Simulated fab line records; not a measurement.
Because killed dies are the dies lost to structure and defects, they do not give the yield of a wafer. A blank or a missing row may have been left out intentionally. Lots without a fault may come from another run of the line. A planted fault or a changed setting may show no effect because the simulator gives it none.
One fault seen from 2 desks / flow n5_finfet / each desk holds nothing but its own numbers, with what lay behind them at the end

== FROM THE METROLOGY DESK ==
Means of the sampled wafers that have a number, per lot and without regard to the tool the lot ran on: this is what the gauges read. Any lot whose mean is over 4 standard deviations away from the usual mean is out of limits and marked OUT; that distance is given in the brackets. Of its 10 readings 7 are shown: those that lie furthest out on some lot.
Columns: A = DIBL_N at N5_BEOL_M4_RC_MEAS_101, usual 36.3 mV/V; B = IOFF_N at N5_BEOL_M4_RC_MEAS_101, usual 0.155 nA/um; C = IOFF_P at N5_BEOL_M4_RC_MEAS_101, usual 0.211 nA/um; D = ION_N at N5_BEOL_M4_RC_MEAS_101, usual 672 uA/um; E = ION_P at N5_BEOL_M4_RC_MEAS_101, usual 462 uA/um; F = VT_N at N5_BEOL_M4_RC_MEAS_101, usual 249.9 mV; G = VT_P at N5_BEOL_M4_RC_MEAS_101, usual -249.8 mV
lot=L380; first seen here=day 10 12:52; A=35.4; B=0.146; C=0.175; D=670; E=454; F=249.8; G=-253.2
lot=L384; first seen here=day 11 17:12; A=37.6; B=0.161; C=0.201; D=674; E=455; F=248.8; G=-253.1
lot=L388; first seen here=day 14 10:34; A=37.5; B=0.152; C=0.213; D=675; E=465; F=249.3; G=-249.5
lot=L392; first seen here=day 15 19:02; A=35.7; B=0.149; C=0.234; D=670; E=466; F=249.2; G=-245.3
lot=L399; first seen here=day 16 08:40; A=34.7; B=0.158; C=0.236; D=669; E=469; F=249.5; G=-246.8
lot=L396; first seen here=day 17 01:21; A=37.6; B=0.160; C=0.215; D=675; E=461; F=249.6; G=-249.2
lot=L398; first seen here=day 17 06:04; A=37.9; B=0.183; C=0.249; D=684; E=472; F=246.4; G=-247.3
lot=L393; first seen here=day 17 07:19; A=35.4; B=0.154; C=0.214; D=671; E=463; F=248.9; G=-247.9
lot=L400; first seen here=day 17 17:07; A=36.0; B=0.158; C=0.205; D=674; E=460; F=249.1; G=-249.5
This desk found nothing out of limits on any of the 9 lots.

== FOR THE TOOL OWNER'S DESK: cmp-01 ==
The tool's own readings at N5_HKMG_FIN_CMP_94 (polishes, stops on SiNx, t overpolish 4.7 s, target thk 43.299 nm): means of the sampled wafers that have a number, for each lot that ran on this tool. Any lot whose mean is over 4 standard deviations away from the usual mean is out of limits and marked OUT; that distance is given in the brackets.
Columns: A = head_pressure_psi at N5_HKMG_FIN_CMP_94, usual 4.000 psi; B = motor_current_A at N5_HKMG_FIN_CMP_94, usual 12.4 A; C = slurry_flow_ml_min at N5_HKMG_FIN_CMP_94, usual 150.1
lot=L380; first seen here=day 4 19:05; A=4.002; B=10.4; C=150.1
lot=L388; first seen here=day 6 20:52; A=4.007; B=10.4; C=149.7
lot=L393; first seen here=day 8 01:57; A=2.955 (-99 or more) OUT; B=10.0; C=150.2
lot=L396; first seen here=day 8 20:10; A=2.948 (-99 or more) OUT; B=10.1; C=150.1
This desk's verdict: out of limits on L393, L396, starting with L393 at day 8 01:57 (head_pressure_psi at N5_HKMG_FIN_CMP_94). L380, L388: within limits.

== PUT TOGETHER ==
The tool owner's desk had the chance to raise an alarm at day 8 01:57 on L393, L396.
The metrology desk saw nothing out of limits.
The metrology desk holds a record of L393, L396, inside its limits.
All the named lots went through N5_HKMG_FIN_CMP_94 on cmp-01.

== WHAT THE SIMULATOR PUT IN ==
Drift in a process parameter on cmp-01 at N5_HKMG_FIN_CMP_94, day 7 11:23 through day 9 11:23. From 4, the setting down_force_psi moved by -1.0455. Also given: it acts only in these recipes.
Struck lots among those shown: L393, L396.
How many hours passed from the start of the fault until each desk's first out-of-limits reading: the tool owner's desk, 15.
